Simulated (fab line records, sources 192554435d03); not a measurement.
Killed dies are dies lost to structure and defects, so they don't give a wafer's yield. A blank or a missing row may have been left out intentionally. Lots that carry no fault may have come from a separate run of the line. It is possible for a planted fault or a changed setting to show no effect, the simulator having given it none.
Chamber matching | flow n5_finfet | N5_SPACER0_ALD_07 on ald_sin-01: 4 sister chambers
The step deposits SiNx, target thk 2 nm. 8 wafers are shown with their chamber, then 10 later ones without.

## EACH WAFER AND ITS CHAMBER
wafer  | chamber | heater_power_w (W)
L081.2 | 1       | 758
L081.4 | 0       | 722
L081.5 | 3       | 784
L083.1 | 3       | 806
L083.2 | 0       | 686
L083.6 | 2       | 844
L084.3 | 2       | 852
L084.5 | 1       | 767

## WAFERS WHOSE CHAMBER IS MISSING
wafer  | heater_power_w (W)
L084.6 | 816
L086.1 | 801
L086.2 | 817
L086.3 | 707
L089.3 | 814
L089.5 | 806
L089.6 | 777
L097.1 | 804
L097.4 | 707
L097.5 | 826

## EACH ONE'S CHAMBER
wafer  | from the rows above     | in truth
L084.6 | can't be placed: 3 or 2 | 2
L086.1 | 3                       | 3
L086.2 | can't be placed: 3 or 2 | 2
L086.3 | 0                       | 0
L089.3 | can't be placed: 3 or 2 | 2
L089.5 | can't be placed: 3 or 2 | 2
L089.6 | can't be placed: 1 or 3 | 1
L097.1 | 3                       | 3
L097.4 | 0                       | 0
L097.5 | can't be placed: 2 or 3 | 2
4 of 10 placed correctly. From these rows, 6 cannot be placed; in 6 the true chamber is one of the candidates. Wrongly placed: 0.
How it was worked out, from the rows above alone: a wafer's distance from a chamber is the root of the sum, over the readings, of the square of ((its reading less the chamber's mean) divided by the reading's scatter). If the next closest chamber is less than 2 further off than the closest, the wafer can't be placed; otherwise it belongs to the closest. Each chamber's mean is taken over the wafers shown for it. The scatter: the root of (the sum of the squares of (reading less its chamber's mean) over the shown wafers, divided by (wafers less chambers)).
